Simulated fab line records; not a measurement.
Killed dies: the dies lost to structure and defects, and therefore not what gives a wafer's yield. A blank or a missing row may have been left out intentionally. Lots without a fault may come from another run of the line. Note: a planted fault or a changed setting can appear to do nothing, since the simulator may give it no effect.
Which of the tools did it?    flow n5Finfet    12 lots, 36 wafers sampled, at 1 step of a route of 1938

WHAT THE GAUGES READ, wafer by wafer
N5_BEOL_M4_CD_MEAS_18: pitch 36 nm, target cd 18 nm.
lot   measured      on        cdNm (nm)
L075  day 10 02:33  cdSem-01  18.10 18.20 18.65
L077  day 10 04:56  cdSem-02  18.09 17.51 17.85
L080  day 10 19:52  cdSem-03  17.64 18.07 17.88
L082  day 11 01:42  cdSem-03  17.90 17.75 18.03
L084  day 11 10:03  cdSem-01  18.27 17.75 17.93
L086  day 11 20:07  cdSem-01  18.14 17.91 17.77
L088  day 12 22:50  cdSem-01  17.93 18.33 18.20
L090  day 13 12:39  cdSem-02  17.98 18.13 17.58
L091  day 13 14:26  cdSem-03  17.92 17.86 18.07
L079  day 14 09:42  cdSem-01  17.98 18.25 17.95
L095  day 15 04:28  cdSem-03  17.99 18.21 18.36
L094  day 15 09:36  cdSem-03  17.86 17.53 17.84

WHICH TOOL RAN EACH LOT (tool, then ch and the chambers of the sampled wafers, then the start)
The record shows no process step preceding these readings.

THE ANSWER, worked out from the rows above alone
Rule: the lots themselves supply what counts as usual. Put in order of their means at a reading, lots are off if they are a third of the lots or fewer, leave a main group of 4 or more, and stand apart from it by a gap of 3 or more times the standard deviation of the main group's means; of several such gaps the widest counts. A main group is skipped when, at the precision printed for the reading in the tables above, its means are all equal. A lot without any number at a reading at which 4 lots or more have one is off too. All remaining lots with rows at the step are treated as sound.
Across all readings shown, no lot is off: no conclusion can be drawn from this.

WHAT THE SIMULATOR PUT IN
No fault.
